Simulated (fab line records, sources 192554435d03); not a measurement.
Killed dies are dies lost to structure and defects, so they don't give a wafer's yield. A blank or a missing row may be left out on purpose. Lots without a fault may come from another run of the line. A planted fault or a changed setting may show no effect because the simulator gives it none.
fab line records | flow n5_finfet
record lots=24 wafers=72 last_day=18
route steps=1938 shown BEOL_M12@1643 BEOL_M13@1696
lots that met no fault: from a run of the same line without faults
start_h: hours from the record's first day to the start of the lot's first wafer shown | wait_h: hours since the lot's step before | " the same as in the row above | L1.1+2: a row that stands for several wafers | - no value, or no start given | * or withheld: withheld | < > ~ a bound
route shown NAME@n: a module of which the file shows steps, and the number in the route of the first | usual: mean/standard deviation of fault-free wafers | same: alike in all rows | chamber/n: place in a boat | sites: the reading at each site | _std_site: their standard deviation | _edge_site: outer sites' mean less inner sites' | radius_mm: how far each site lies from the wafer's centre | mask NAME#n: copy n | behind: the tool/chamber that last shaped the wafer | hold: why the lot was held/for how many hours/how that ended | device: the transistor (n, p or np) that didn't switch | end of line: the same wafers' tests at the end of the route | a step without rows: its recipe alone | killed: dies lost to structure and defects at the first sort, not the wafer's yield | map: a wafer's dies, x killed, . not, _ none there
set.NAME: the setting as run; set.NAME@STEP: as run at that earlier step | model.NAME: the simulator's own value behind a step, which no gauge read
steps of the route over a sample of lots; a table a step, a row a wafer
services: from which hour (start_h, from the record's first day; less than 0 if before it) a tool's chamber was out of use, for how many hours, and why
## steps
# step N5_BEOL_M12_ETCH_38
# recipe chemistry=CF4/N2 target=SiCN target_depth_a=687 taper_deg=2 time_s=73.4 ion_energy_ev=150 mask_material=SiO2 pressure_mtorr=40 source_w=430 bias_w=70 Ar_flow_sccm=100 cf4_flow_sccm=60 n2_flow_sccm=60
# usual drypump_motor_current_A=5.7/0.64 oes_product_au=0.82/0.062 rf_vpp_V=381.5/2 showerhead_plenum_p_Torr=2.18/0.08 throttle_valve_pct=15.44/0.17
# same time_s=73.4
# columns lot.wafer tool chamber start_h wait_h drypump_motor_current_A oes_product_au rf_hours_counter_h rf_vpp_V showerhead_plenum_p_Torr throttle_valve_pct
L074.2 rie_diel-03 3 229.80 - 6.5 0.87 40 384.9 2.34 15.15
L074.3 " 0 " " 5.0 0.84 57 381.6 2.24 15.56
L074.4 " 2 " " 4.8 0.87 50 382.4 2.15 15.05
L075.1 rie_diel-04 2 236.82 - 5.8 0.69 249 383.1 2.18 15.77
L075.3 " 3 " " 5.7 0.82 86 379.9 2.15 15.62
L075.5 " 3 " " 5.7 0.83 - 381.0 2.15 15.63
L076.1 rie_diel-04 0 245.20 - 5.5 0.72 158 379.3 2.12 15.50
L076.2 " 1 " " 6.1 0.84 74 381.0 2.14 15.24
L076.5 " 3 " " 5.6 0.82 - 381.1 2.15 15.63
L078.3 rie_diel-03 0 256.71 - 5.0 0.84 68 381.8 2.24 15.57
L078.5 " 2 " " 4.8 0.86 - 379.1 2.15 15.05
L078.6 " 3 " " 6.5 0.86 - 384.1 2.33 15.20
L077.1 rie_diel-04 0 260.05 - 5.5 0.73 165 379.3 2.12 15.52
L077.2 " 1 " " 6.1 0.83 81 382.2 2.14 15.26
L077.3 " 3 " " 5.6 0.83 96 380.2 2.15 15.66
L080.2 rie_diel-06 1 268.95 - 4.8 0.79 123 379.0 2.13 15.49
L080.4 " 1 " " 4.8 0.78 - 379.2 2.13 15.50
L080.5 " 0 " " 5.2 0.81 - 380.7 2.15 15.47
L079.1 rie_diel-06 0 272.93 - 5.1 0.79 93 380.7 2.15 15.47
L079.4 " 0 " " 5.2 0.80 - 381.9 2.15 15.49
L079.6 " 3 " " 6.7 0.89 - 382.1 2.15 15.37
L081.1 rie_diel-06 3 278.28 - 6.7 0.88 44 380.2 2.15 15.39
L081.2 " 0 " " 5.2 0.80 96 380.0 2.15 15.49
L081.3 " 3 " " 6.7 0.87 - 381.5 2.15 15.40
L082.1 rie_diel-04 2 293.81 - 5.8 0.95 10 382.9 2.18 15.28
L082.3 " 3 " " 5.6 0.81 109 381.0 2.14 15.66
L082.6 " 3 " " 5.7 0.81 - 380.2 2.14 15.66
L083.2 rie_diel-06 3 294.09 - 6.7 0.87 52 380.5 2.15 15.41
L083.5 " 1 " " 4.8 0.78 - 380.1 2.12 15.52
L083.6 " 0 " " 5.1 0.79 - 381.3 2.15 15.51
L084.3 rie_diel-03 1 307.66 - 6.6 0.92 13 387.0 2.35 15.33
L084.5 " 0 " " 5.0 0.82 - 382.3 2.23 15.63
L084.6 " 1 " " 6.6 0.93 - 385.2 2.35 15.33
L086.1 rie_diel-06 0 308.50 - 5.2 0.78 108 382.0 2.15 15.50
L086.3 " 3 " " 6.7 0.85 57 379.9 2.15 15.43
L086.4 " 1 " " 4.8 0.77 139 379.9 2.12 15.53
L087.2 rie_diel-03 3 309.04 - 6.5 0.83 71 384.9 2.33 15.23
L087.3 " 0 " " 5.0 0.81 87 381.6 2.23 15.61
L087.4 " 2 " " 4.8 0.84 80 379.8 2.14 15.11
L085.1 rie_diel-04 2 313.61 - 5.8 0.92 17 383.1 2.17 15.30
L085.2 " 0 " " 5.5 0.70 186 378.3 2.11 15.55
L085.5 " 3 " " 5.7 0.79 - 380.3 2.14 15.68
L088.2 rie_diel-06 0 322.74 - 5.2 0.77 112 380.2 2.15 15.51
L088.5 " 3 " " 6.7 0.86 - 380.8 2.14 15.43
L088.6 " 2 " " 5.4 0.90 - 384.2 2.35 15.29
L090.1 rie_diel-04 1 336.83 - 6.1 0.80 104 380.9 2.13 15.28
L090.2 " 3 " " 5.6 0.78 124 381.9 2.14 15.71
L090.3 " 2 " " 5.8 0.90 25 381.3 2.17 15.32
L089.2 rie_diel-04 1 337.36 - 6.1 0.80 105 380.5 2.13 15.32
L089.3 " 0 " " 5.5 0.70 195 380.0 2.11 15.57
L089.6 " 2 " " 5.8 0.90 - 381.3 2.17 15.31
L091.2 rie_diel-04 1 337.46 - 6.1 0.81 105 380.1 2.13 15.31
L091.4 " 3 " " 5.6 0.79 125 381.6 2.14 15.71
L091.5 " 3 " " 5.7 0.79 - 379.5 2.14 15.72
L092.1 rie_diel-06 3 350.30 - 6.7 0.84 71 380.8 2.14 15.46
L092.4 " 1 " " 4.9 0.76 152 380.2 2.12 15.56
L092.6 " 3 " " 6.7 0.84 - 381.4 2.14 15.44
L093.1 rie_diel-03 3 369.28 - 6.5 0.81 90 382.6 2.32 15.27
L093.3 " 0 " " 5.0 0.80 106 381.6 2.23 15.67
L093.5 " 1 " " 6.6 0.88 - 385.6 2.34 15.36
L095.2 rie_diel-03 2 370.12 - 4.8 0.82 101 379.0 2.14 15.15
L095.3 " 0 " " 5.0 0.79 106 381.9 2.23 15.65
L095.5 " 0 " " 5.1 0.80 - 382.6 2.23 15.67
L094.1 rie_diel-04 3 374.00 - 5.6 0.77 136 379.9 2.13 15.72
L094.2 " 0 " " 5.5 0.68 206 378.2 2.10 15.57
L094.5 " 2 " " 5.9 0.88 - 380.3 2.17 15.34
L097.2 rie_diel-06 1 374.32 - 4.9 0.76 160 381.2 2.11 15.56
L097.3 " 3 " " 6.7 0.83 79 381.2 2.14 15.47
L097.6 " 3 " " 6.7 0.83 - 380.8 2.14 15.46
L096.2 rie_diel-06 1 382.28 - 4.8 0.74 164 381.1 2.11 15.59
L096.4 " 3 " " 6.7 0.82 - 382.9 2.14 15.48
L096.6 " 1 " " 4.9 0.74 - 381.2 2.11 15.58
# step N5_BEOL_M12_PRE_CLEAN_42
# recipe gas=H2/He time_s=30 temp_c=250
# usual heater_power_w=336/43
# same time_s=30
# columns lot.wafer tool chamber start_h wait_h heater_power_w
L074.2 pvd_sputter-03 - 230.22 0.0 394
L074.3 " - " " 372
L074.4 " - " " 275
L075.1 pvd_sputter-01 - 237.47 0.0 288
L075.3 " - " " 319
L075.5 " - " " 284
L076.1 pvd_sputter-01 - 245.65 0.0 288
L076.2 " - " " 323
L076.5 " - " " 394
L078.3 pvd_sputter-02 - 257.10 0.0 322
L078.5 " - " " 318
L078.6 " - " " 394
L077.1 pvd_sputter-01 - 260.67 0.0 291
L077.2 " - " " 391
L077.3 " - " " 325
L080.2 pvd_sputter-03 - 269.40 0.0 379
L080.4 " - " " 269
L080.5 " - " " 389
L079.1 pvd_sputter-01 - 274.95 0.0 288
L079.4 " - " " 315
L079.6 " - " " 283
L081.1 pvd_sputter-02 - 278.83 0.0 278
L081.2 " - " " 311
L081.3 " - " " 323
L082.1 pvd_sputter-01 - 294.27 0.0 324
L082.3 " - " " 283
L082.6 " - " " 383
L083.2 pvd_sputter-01 - 294.63 0.0 287
L083.5 " - " " 318
L083.6 " - " " 322
L084.3 pvd_sputter-03 - 308.56 0.0 271
L084.5 " - " " 331
L084.6 " - " " 392
L086.1 pvd_sputter-03 - 309.02 0.0 321
L086.3 " - " " 274
L086.4 " - " " 396
L087.2 pvd_sputter-03 - 309.94 0.0 323
L087.3 " - " " 275
L087.4 " - " " 400
L085.1 pvd_sputter-02 - 314.19 0.0 321
L085.2 " - " " 311
L085.5 " - " " 386
L088.2 pvd_sputter-01 - 323.17 0.0 317
L088.5 " - " " 328
L088.6 " - " " 396
L090.1 pvd_sputter-02 - 337.27 0.0 319
L090.2 " - " " 383
L090.3 " - " " 324
L089.2 pvd_sputter-03 - 337.63 0.0 319
L089.3 " - " " 359
L089.6 " - " " 272
L091.2 pvd_sputter-03 - 338.51 0.0 393
L091.4 " - " " 268
L091.5 " - " " 367
L092.1 pvd_sputter-03 - 351.15 0.0 321
L092.4 " - " " 403
L092.6 " - " " 322
L093.1 pvd_sputter-03 - 369.51 0.0 394
L093.3 " - " " 278
L093.5 " - " " 403
L095.2 pvd_sputter-03 - 370.43 0.0 268
L095.3 " - " " 388
L095.5 " - " " 389
L094.1 pvd_sputter-01 - 374.23 0.0 319
L094.2 " - " " 403
L094.5 " - " " 289
L097.2 pvd_sputter-01 - 374.56 0.0 395
L097.3 " - " " 313
L097.6 " - " " 384
L096.2 pvd_sputter-01 - 382.69 0.0 318
L096.4 " - " " 397
L096.6 " - " " 329
# step N5_BEOL_M12_SPUTTER_43
# recipe material=TaN target_thk_a=150 temp_c=50 bias_v=168.6 power_w=15000 chamber_pressure_pa=0.12 time_s=24.19
# usual cathode_dc_power_W=15000/2.8 throttle_valve_pct=30.2/0.64
# same time_s=24.19
# columns lot.wafer tool chamber start_h wait_h cathode_dc_power_W throttle_valve_pct
L074.2 pvd_sputter-03 - 230.26 0.0 14997 29.5
L074.3 " - " " 14995 29.5
L074.4 " - " " 14997 31.4
L075.1 pvd_sputter-01 - 237.51 0.0 15002 29.4
L075.3 " - " " 14999 30.2
L075.5 " - " " 15001 30.1
L076.1 pvd_sputter-01 - 245.69 0.0 15000 29.8
L076.2 " - " " 14999 29.8
L076.5 " - " " 15001 30.2
L078.3 pvd_sputter-02 - 257.14 0.0 14997 29.7
L078.5 " - " " 15004 29.6
L078.6 " - " " 15003 30.8
L077.1 pvd_sputter-01 - 260.71 0.0 15001 29.6
L077.2 " - " " 15005 30.3
L077.3 " - " " 15001 30.3
L080.2 pvd_sputter-03 - 269.44 0.0 15001 29.8
L080.4 " - " " 14999 31.3
L080.5 " - " " 14997 29.5
L079.1 pvd_sputter-01 - 274.99 0.0 14996 29.7
L079.4 " - " " 15001 30.2
L079.6 " - " " 15005 30.1
L081.1 pvd_sputter-02 - 278.87 0.0 15006 30.2
L081.2 " - " " 14997 31.4
L081.3 " - " " 14999 30.0
L082.1 pvd_sputter-01 - 294.31 0.0 15000 29.6
L082.3 " - " " 14996 29.8
L082.6 " - " " 14998 30.1
L083.2 pvd_sputter-01 - 294.67 0.0 15000 29.8
L083.5 " - " " 14998 30.4
L083.6 " - " " 15000 29.7
L084.3 pvd_sputter-03 - 308.60 0.0 15000 31.8
L084.5 " - " " 15002 30.1
L084.6 " - " " 15001 29.6
L086.1 pvd_sputter-03 - 309.06 0.0 14998 30.4
L086.3 " - " " 14999 31.4
L086.4 " - " " 14994 29.8
L087.2 pvd_sputter-03 - 309.98 0.0 15001 30.1
L087.3 " - " " 15005 31.7
L087.4 " - " " 15000 29.5
L085.1 pvd_sputter-02 - 314.23 0.0 15005 29.9
L085.2 " - " " 15002 31.3
L085.5 " - " " 14996 30.5
L088.2 pvd_sputter-01 - 323.21 0.0 15000 30.3
L088.5 " - " " 15006 29.8
L088.6 " - " " 15004 30.2
L090.1 pvd_sputter-02 - 337.31 0.0 15003 31.4
L090.2 " - " " 15002 30.3
L090.3 " - " " 14997 29.8
L089.2 pvd_sputter-03 - 337.67 0.0 15003 30.1
L089.3 " - " " 14999 29.7
L089.6 " - " " 14998 31.6
L091.2 pvd_sputter-03 - 338.55 0.0 15004 29.7
L091.4 " - " " 15003 31.8
L091.5 " - " " 15000 29.7
L092.1 pvd_sputter-03 - 351.19 0.0 15007 30.4
L092.4 " - " " 14998 29.4
L092.6 " - " " 15002 30.1
L093.1 pvd_sputter-03 - 369.55 0.0 14997 29.7
L093.3 " - " " 15002 31.3
L093.5 " - " " 15000 29.4
L095.2 pvd_sputter-03 - 370.47 0.0 15000 31.5
L095.3 " - " " 14996 29.3
L095.5 " - " " 14996 29.6
L094.1 pvd_sputter-01 - 374.27 0.0 15002 29.5
L094.2 " - " " 15005 30.4
L094.5 " - " " 15005 29.8
L097.2 pvd_sputter-01 - 374.60 0.0 14998 30.0
L097.3 " - " " 15007 30.2
L097.6 " - " " 15001 30.5
L096.2 pvd_sputter-01 - 382.73 0.0 14997 30.4
L096.4 " - " " 15002 30.4
L096.6 " - " " 14997 29.5
# step N5_BEOL_M12_THK_MEAS_50
# recipe thk_meas_gauge=xrf reads=Cu_of_BEOL_M12_ECD_47
# usual M12_THK=320/4.8
# columns lot.wafer tool chamber start_h wait_h M12_THK[nm]
L074.2 film_metro-02 - 232.00 - 315
L074.3 " - " " 319
L074.4 " - " " 330
L075.1 film_metro-02 - 238.71 - 315
L075.3 " - " " 328
L075.5 " - " " 324
L076.1 film_metro-02 - 246.70 - 320
L076.2 " - " " 333
L076.5 " - " " 323
L078.3 film_metro-01 - 258.15 - 325
L078.5 " - " " 322
L078.6 " - " " 312
L077.1 film_metro-01 - 261.83 - 317
L077.2 " - " " 314
L077.3 " - " " 320
L080.2 film_metro-02 - 270.45 - 322
L080.4 " - " " 320
L080.5 " - " " 323
L079.1 film_metro-01 - 276.00 - 312
L079.4 " - " " 321
L079.6 " - " " 319
L081.1 film_metro-01 - 279.88 - 322
L081.2 " - " " 325
L081.3 " - " " 322
L082.1 film_metro-01 - 295.56 - 318
L082.3 " - " " 310
L082.6 " - " " 315
L083.2 film_metro-02 - 295.83 - 316
L083.5 " - " " 318
L083.6 " - " " 314
L084.3 film_metro-02 - 309.76 - 331
L084.5 " - " " 332
L084.6 " - " " 318
L086.1 film_metro-01 - 310.08 - 315
L086.3 " - " " 324
L086.4 " - " " 324
L087.2 film_metro-01 - 311.25 - 328
L087.3 " - " " 319
L087.4 " - " " 320
L085.1 film_metro-01 - 315.25 - 323
L085.2 " - " " 326
L085.5 " - " " 321
L088.2 film_metro-02 - 324.35 - 324
L088.5 " - " " 326
L088.6 " - " " 323
L090.1 film_metro-02 - 339.09 - 320
L090.2 " - " " 321
L090.3 " - " " 328
L089.2 film_metro-02 - 339.54 - 317
L089.3 " - " " 314
L089.6 " - " " 321
L091.2 film_metro-01 - 339.82 - 319
L091.4 " - " " 318
L091.5 " - " " 316
L092.1 film_metro-01 - 352.21 - 314
L092.4 " - " " 318
L092.6 " - " " 306
L093.1 film_metro-01 - 370.57 - 316
L093.3 " - " " 316
L093.5 " - " " 317
L095.2 film_metro-01 - 371.85 - 312
L095.3 " - " " 320
L095.5 " - " " 315
L094.1 film_metro-02 - 375.29 - 322
L094.2 " - " " 322
L094.5 " - " " 320
L097.2 film_metro-02 - 375.61 - 323
L097.3 " - " " 333
L097.6 " - " " 332
L096.2 film_metro-02 - 385.82 - 314
L096.4 " - " " 321
L096.6 " - " " 325
# step N5_BEOL_M13_TRENCH_ETCH_34
# recipe chemistry=C4F8/O2/Ar target=SiOC target_depth_a=4134.7 mask_material=SOC pressure_mtorr=30 source_w=3000 bias_w=700 Ar_flow_sccm=400 C4F8_flow_sccm=15 O2_flow_sccm=8 he_inner_torr=15 he_outer_torr=30 time_s=162.6 ion_energy_ev=250
# usual drypump_motor_current_A=5.8/0.42 he_inner_torr=15.00/0.03 oes_product_au=0.74/0.077 rf_vpp_V=665/3.3 showerhead_plenum_p_Torr=3.41/0.12 throttle_valve_pct=24.25/0.2
# same time_s=162.6
# columns lot.wafer tool chamber start_h wait_h drypump_motor_current_A he_inner_torr oes_product_au rf_hours_counter_h rf_vpp_V showerhead_plenum_p_Torr throttle_valve_pct
L074.2 rie_diel-01 2 234.08 0.0 5.9 15.00 0.71 202 669 3.53 24.42
L074.3 " 3 " " 5.0 14.99 0.70 211 661 3.27 24.26
L074.4 " 1 " " 6.5 15.01 0.87 58 666 3.44 23.98
L075.1 rie_diel-05 0 240.79 0.0 5.9 14.98 0.82 92 671 3.58 24.29
L075.3 " 1 " " 5.7 15.00 0.71 192 661 3.28 24.74
L075.5 " 1 " " 5.7 14.98 0.71 - 662 3.28 24.73
L076.1 rie_diel-05 2 248.90 0.0 5.6 15.03 0.71 232 668 3.52 24.28
L076.2 " 1 " " 5.7 15.00 0.70 194 660 3.28 24.75
L076.5 " 3 " " 5.6 15.03 0.70 - 667 3.52 24.32
L078.3 rie_diel-02 3 260.55 0.0 5.9 15.00 0.68 223 661 3.25 24.24
L078.5 " 0 " " 5.7 14.96 0.72 - 666 3.40 24.08
L078.6 " 3 " " 5.9 15.01 0.68 - 660 3.25 24.23
L077.1 rie_diel-02 0 264.08 0.0 5.7 14.92 0.71 189 664 3.40 24.08
L077.2 " 3 " " 5.9 14.98 0.68 224 662 3.25 24.23
L077.3 " 1 " " 6.1 15.00 0.70 213 669 3.52 24.26
L080.2 rie_diel-05 1 272.83 0.0 5.7 15.05 0.70 200 661 3.28 24.74
L080.4 " 3 " " 5.6 14.99 0.70 245 668 3.51 24.30
L080.5 " 2 " " 5.6 15.01 0.70 - 668 3.52 24.29
L079.1 rie_diel-02 3 278.08 0.0 5.9 14.98 0.68 228 660 3.25 24.22
L079.4 " 2 " " 5.0 14.98 0.71 214 664 3.37 24.02
L079.6 " 3 " " 5.9 14.96 0.67 - 659 3.24 24.24
L081.1 rie_diel-02 1 282.35 0.0 6.2 14.93 0.70 219 667 3.52 24.26
L081.2 " 3 " " 5.9 14.96 0.68 230 661 3.24 24.24
L081.3 " 2 " " 4.9 15.01 0.72 216 664 3.37 24.05
L082.1 rie_diel-01 2 297.63 0.0 5.9 15.02 0.70 219 668 3.52 24.47
L082.3 " 3 " " 5.0 15.00 0.70 229 661 3.26 24.27
L082.6 " 1 " " 6.5 15.02 0.86 - 668 3.43 24.01
L083.2 rie_diel-02 1 298.19 0.0 6.1 14.99 0.69 223 668 3.52 24.28
L083.5 " 0 " " 5.8 15.01 0.71 - 664 3.39 24.10
L083.6 " 1 " " 6.1 15.02 0.70 - 669 3.52 24.27
L084.3 rie_diel-01 2 311.96 0.0 6.0 15.03 0.69 224 668 3.52 24.46
L084.5 " 0 " " 6.0 15.01 0.75 - 660 3.26 24.37
L084.6 " 1 " " 6.5 14.99 0.85 - 666 3.43 24.03
L086.1 rie_diel-01 2 312.51 0.0 6.0 14.94 0.69 224 670 3.52 24.45
L086.3 " 1 " " 6.5 15.00 0.84 82 666 3.43 24.02
L086.4 " 3 " " 5.0 14.97 0.69 234 662 3.26 24.28
L087.2 rie_diel-05 1 314.13 0.0 5.7 15.02 0.70 212 660 3.27 24.78
L087.3 " 0 " " 5.9 15.04 0.80 113 670 3.57 24.33
L087.4 " 3 " " 5.6 15.01 0.95 - 667 3.51 23.99
L085.1 rie_diel-02 0 317.34 0.0 5.8 15.06 0.71 204 665 3.39 24.10
L085.2 " 3 " " 5.9 15.01 0.67 240 661 3.24 24.26
L085.5 " 1 " " 6.2 14.99 0.69 - 669 3.52 24.28
L088.2 rie_diel-05 3 326.84 0.0 5.6 15.01 0.94 8 667 3.50 23.99
L088.5 " 1 " " 5.7 15.00 0.69 - 661 3.27 24.77
L088.6 " 3 " " 5.6 15.02 0.94 - 667 3.50 23.99
L090.1 rie_diel-02 1 341.36 0.0 6.1 15.02 0.68 236 668 3.51 24.29
L090.2 " 3 " " 5.9 14.98 0.66 247 661 3.23 24.27
L090.3 " 2 " " 5.0 14.97 0.70 233 665 3.36 24.07
L089.2 rie_diel-02 1 342.12 0.0 6.1 14.95 0.69 236 667 3.51 24.29
L089.3 " 2 " " 4.9 15.01 0.70 234 665 3.36 24.09
L089.6 " 2 " " 4.9 14.98 0.70 - 666 3.36 24.07
L091.2 rie_diel-01 3 342.39 0.0 5.0 14.95 0.68 243 660 3.25 24.30
L091.4 " 1 " " 6.5 15.06 0.84 92 666 3.42 24.02
L091.5 " 3 " " 5.0 15.00 0.69 - 660 3.25 24.31
L092.1 rie_diel-01 0 354.60 0.0 6.1 15.04 0.73 203 662 3.25 24.42
L092.4 " 2 " " 6.0 15.00 0.68 237 669 3.51 24.47
L092.6 " 3 " " 5.0 15.02 0.68 - 661 3.25 24.30
L093.1 rie_diel-02 0 373.01 0.0 5.7 15.06 0.70 219 663 3.38 24.12
L093.3 " 2 " " 5.0 14.98 0.69 244 664 3.36 24.09
L093.5 " 2 " " 5.0 15.00 0.68 - 665 3.36 24.07
L095.2 rie_diel-02 2 374.10 0.0 4.9 15.01 0.69 244 664 3.36 24.06
L095.3 " 3 " " 5.9 15.01 0.98 2 671 3.63 24.04
L095.5 " 0 " " 5.8 15.04 0.69 - 665 3.38 24.10
L094.1 rie_diel-05 1 377.64 0.0 5.7 15.04 0.68 231 662 3.26 24.78
L094.2 " 3 " " 5.7 14.98 0.89 24 668 3.50 24.01
L094.5 " 3 " " 5.6 15.00 0.88 - 666 3.50 24.00
L097.2 rie_diel-01 0 378.05 0.0 6.0 14.96 0.73 208 660 3.25 24.39
L097.3 " 2 " " 6.0 14.99 0.67 242 669 3.51 24.51
L097.6 " 2 " " 6.0 15.01 0.68 - 668 3.51 24.48
L096.2 rie_diel-01 1 387.90 0.0 6.5 15.07 0.82 105 666 3.42 24.06
L096.4 " 0 " " 6.1 14.96 0.73 - 659 3.25 24.40
L096.6 " 1 " " 6.5 15.03 0.82 - 666 3.42 24.05
# step N5_BEOL_M13_INSPECT_55
# recipe inspect_instrument=darkfield mode=post_dep
# usual raw_defect_count=73/22
# columns lot.wafer tool chamber start_h wait_h raw_defect_count
L074.2 defect_inspect-02 - 237.59 0.0 52
L074.3 " - " " 91
L074.4 " - " " 58
L075.1 defect_inspect-02 - 247.02 0.0 89
L075.3 " - " " 51
L075.5 " - " " 71
L076.1 defect_inspect-02 - 253.38 0.0 62
L076.2 " - " " 72
L076.5 " - " " 71
L078.3 defect_inspect-01 - 262.75 0.0 47
L078.5 " - " " 48
L078.6 " - " " 37
L077.1 defect_inspect-01 - 265.84 0.0 79
L077.2 " - " " 86
L077.3 " - " " 58
L080.2 defect_inspect-01 - 276.80 0.0 74
L080.4 " - " " 52
L080.5 " - " " 76
L079.1 defect_inspect-01 - 283.80 0.0 76
L079.4 " - " " 88
L079.6 " - " " 50
L081.1 defect_inspect-02 - 284.41 0.0 56
L081.2 " - " " 84
L081.3 " - " " 46
L083.2 defect_inspect-01 - 302.24 0.0 88
L083.5 " - " " 75
L083.6 " - " " 81
L082.1 defect_inspect-02 - 304.51 0.0 57
L082.3 " - " " 90
L082.6 " - " " 66
L084.3 defect_inspect-01 - 317.31 0.0 91
L084.5 " - " " 60
L084.6 " - " " 52
L086.1 defect_inspect-02 - 318.61 0.0 73
L086.3 " - " " 66
L086.4 " - " " 69
L087.2 defect_inspect-02 - 323.91 0.0 51
L087.3 " - " " 80
L087.4 " - " " 96
L085.1 defect_inspect-02 - 324.36 0.0 65
L085.2 " - " " 49
L085.5 " - " " 69
L088.2 defect_inspect-02 - 332.69 0.0 89
L088.5 " - " " 75
L088.6 " - " " 173
L090.1 defect_inspect-02 - 345.52 0.0 116
L090.2 " - " " 60
L090.3 " - " " 110
L089.2 defect_inspect-02 - 345.91 0.0 65
L089.3 " - " " 60
L089.6 " - " " 74
L091.2 defect_inspect-02 - 346.35 0.0 54
L091.4 " - " " 92
L091.5 " - " " 60
L092.1 defect_inspect-01 - 357.10 0.0 52
L092.4 " - " " 70
L092.6 " - " " 84
L093.1 defect_inspect-02 - 376.59 0.0 71
L093.3 " - " " 55
L093.5 " - " " 63
L095.2 defect_inspect-01 - 376.99 0.0 68
L095.3 " - " " 64
L095.5 " - " " 62
L094.1 defect_inspect-01 - 380.63 0.0 38
L094.2 " - " " 57
L094.5 " - " " 56
L097.2 defect_inspect-02 - 381.02 0.0 82
L097.3 " - " " 80
L097.6 " - " " 112
L096.2 defect_inspect-02 - 390.77 0.0 125
L096.4 " - " " 68
L096.6 " - " " 61
## services
# columns tool chamber start_h hours kind
rie_diel-04 2 239.29 - clean
rie_diel-04 2 239.29 - consumable_replace:focus_ring
rie_diel-04 2 239.29 25.0 scheduled_down
rie_diel-04 2 239.29 25.0 vent_cycle
rie_diel-06 2 243.08 8.3 repair
pvd_sputter-01 - 265.37 5.6 repair
rie_diel-06 2 268.31 - clean
rie_diel-06 2 268.31 - consumable_replace:focus_ring
rie_diel-06 2 268.31 - consumable_replace:showerhead
rie_diel-04 3 281.53 2.6 repair
rie_diel-04 - 311.41 0.7 repair
pvd_sputter-02 - 350.92 15.4 repair
rie_diel-02 3 351.18 - clean
rie_diel-02 3 351.18 - consumable_replace:focus_ring
rie_diel-02 3 351.18 - consumable_replace:showerhead
rie_diel-02 3 351.18 16.0 scheduled_down
rie_diel-02 3 351.18 16.0 vent_cycle
rie_diel-06 0 356.03 43.4 repair
pvd_sputter-01 - 363.81 5.6 repair
rie_diel-05 0 365.70 8.6 repair
pvd_sputter-02 - 366.68 18.9 repair
rie_diel-01 3 374.08 - clean
rie_diel-01 3 374.08 - consumable_replace:focus_ring
rie_diel-01 3 374.08 - consumable_replace:showerhead
## key
fault none
